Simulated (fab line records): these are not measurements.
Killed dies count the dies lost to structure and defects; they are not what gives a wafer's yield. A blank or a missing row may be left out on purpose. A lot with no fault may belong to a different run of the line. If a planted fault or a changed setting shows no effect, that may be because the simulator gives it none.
Struck lot and sound lot, side by side :: flow nand_harc :: 16 steps out of a route of 1159
Sound: the wafers L454.1, L454.2, L454.3. Wafers struck: L457.4, L457.6. Last of all comes the cause.
Each step with rows lists, per side, the tool, then ch with its chambers, then its first start. Under that, the readings that differ: sound wafers :: struck wafers :: difference of the means :: sigmas: that difference in standard deviations of wafers without a fault.
alike: a reading whose means differ by less than 2 such deviations, as well as words and numbers matching on both sides. not compared: withheld readings; readings where some wafer has no value; bounds like >300 that might hide an equal value; numbers whose values overlap and for which the record gives no deviation.
Wherever a step has rows on one side only, a row that says differs or no value, or a row with sigmas, the two part there. Numbers that have no deviation but don't overlap get no sigmas and don't part them. A reading that every wafer of one side lacks parts them only if that side has two wafers or more.

first, 1 step without rows for these wafers: NHARC_P_M2_PRE_CLEAN_30 (time 30 s).
NHARC_P_M2_PVD_20: deposits TaN, target thk 5 nm, time 8.06 s.
  sound on pvd_sputter-02; struck on pvd_sputter-02
  alike: throttle_valve_pct
NHARC_P_M2_PVD_21: deposits Cu, target thk 30 nm, time 20.49 s.
  sound on pvd_sputter-02; struck on pvd_sputter-02
  alike: throttle_valve_pct
then, 2 steps without rows for these wafers: NHARC_P_M2_ECD_22 (material Cu, target thk 400 nm); NHARC_P_M2_ANNEAL_31 (time 90 s).
NHARC_P_M2_CMP_23: polishes, t overpolish 20 s, target thk 144.3 nm.
  sound on cmp-01 ch 0,1,3, day 6 17:56; struck on cmp-01 ch 0,1, day 7 03:02
  alike: motor_current_A, slurry_filter_dp_kPa, time_to_endpoint_s
NHARC_P_M2_THK_MEAS_24: measures by xrf.
  sound on film_metro-02, day 6 18:16; struck on film_metro-02, day 7 03:16
  alike: thk_nm
next, for these wafers, 1 step has no rows: NHARC_P_M2_SRD_25.
NHARC_P_M2_INSPECT_27:
  sound on defect_inspect-01, day 6 18:25; struck on defect_inspect-02, day 7 03:25
  alike: raw_defect_count
then, 1 step without rows for these wafers: NHARC_P_M2_PRE_CLEAN_32 (time 12 s).
NHARC_P_M2_DEP_33: deposits SiCN, target thk 30 nm.
  sound on pecvd-04 ch 0,1,2, day 6 18:34; struck on pecvd-03 ch 0,1, day 7 03:41
reading: heater_power_w (W)
sound: 604 637 672
struck: 528 536
difference: -106
sigmas: -2
NHARC_P_BONDPAD_DEP_00: deposits SiCN, target thk 250 nm.
  sound on pecvd-02 ch 0,1,2, day 6 18:58; struck on pecvd-03 ch 1,2, day 7 04:05
  alike: heater_power_w
NHARC_P_BONDPAD_CMP_32: polishes SiCN, target thk 200 nm.
  sound on cmp-02 ch 1,2,3, day 6 19:23; struck on cmp-04 ch 2, day 7 04:22
  alike: motor_current_A, slurry_filter_dp_kPa
NHARC_P_BONDPAD_THK_MEAS_33: measures by ellipsometry.
  sound on film_metro-02, day 6 19:38; struck on film_metro-02, day 7 04:37
reading: thk_nm (nm)
sound: 198.8 200.1 200.0
struck: 140.0 137.6
difference: -60.8
sigmas: -43
next, for these wafers, 1 step has no rows: NHARC_P_BONDPAD_SRD_34.
-- break in the record here, with 14 days between the starts of the struck wafers on either side (left off in module P_BONDPAD, picked up again in module END, where the first step shown is number 1159 on the route) --
NHARC_END_SORT_01:
  sound on prober-02 ch 0, day 20 00:52; struck on prober-02 ch 0, day 21 02:43
  alike: defect_limited_yield, killed_at_array, killed_at_other, killed_at_periphery, killed_dies, killed_open, killed_short, sort_bin_2_pct, sort_bin_3_pct, sort_bin_4_pct, sort_n_pass, sort_rim_yield_pct, sort_yield_pct

== WHERE THEY PART ==
Last at NHARC_P_BONDPAD_THK_MEAS_33 as far as this record goes, first at NHARC_P_M2_DEP_33. Later steps at which nothing parts them and some readings are alike: NHARC_END_SORT_01.

WHY: the cause the simulator had injected
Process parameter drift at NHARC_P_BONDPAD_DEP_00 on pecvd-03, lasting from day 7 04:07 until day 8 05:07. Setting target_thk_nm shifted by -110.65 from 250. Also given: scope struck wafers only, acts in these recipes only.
